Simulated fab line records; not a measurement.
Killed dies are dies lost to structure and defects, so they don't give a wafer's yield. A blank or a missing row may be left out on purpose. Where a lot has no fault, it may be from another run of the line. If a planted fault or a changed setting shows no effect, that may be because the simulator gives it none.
Matching of chambers | flow n5 finfet | N5_PASSIVATION_PECVD_00 on pecvd-01: 3 sister chambers
The step deposits SiO2 from SiH4/N2O, target thk 200 nm, time 11.2 s. 3 wafers are shown with their chamber, then 6 later ones without.

== EACH WAFER AND ITS CHAMBER ==
wafer  | chamber | showerhead plenum p Torr (Torr)
L674.1 | 2       | 8.12
L674.2 | 1       | 8.32
L678.4 | 0       | 8.35

== WAFERS WHOSE CHAMBER IS MISSING ==
wafer  | showerhead plenum p Torr (Torr)
L678.5 | 8.31
L677.4 | 8.13
L677.5 | 8.15
L681.1 | 8.37
L681.3 | 8.13
L681.6 | 8.13

== WHICH CHAMBER EACH ONE RAN IN ==
wafer  | from the rows above     | in truth
L678.5 | can't be placed: 1 or 0 | 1
L677.4 | 2                       | 2
L677.5 | 2                       | 2
L681.1 | can't be placed: 0 or 1 | 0
L681.3 | 2                       | 2
L681.6 | 2                       | 2
Placed correctly: 4 of 6. Cannot be placed on the basis of these rows: 2; the candidates contain the true chamber in 2. Number placed wrongly: 0.
How it was worked out, from the rows above alone: a wafer's distance from a chamber is the root of the sum, over the readings, of the square of ((its reading less the chamber's mean) divided by the reading's scatter). If the next closest chamber is less than 2 further off than the closest, the wafer can't be placed; otherwise it belongs to the closest. For every chamber, the mean is computed from those of its wafers that are shown. The scatter: root of mean squared gap, hidden wafer to nearest shown wafer, with one shown wafer a chamber.
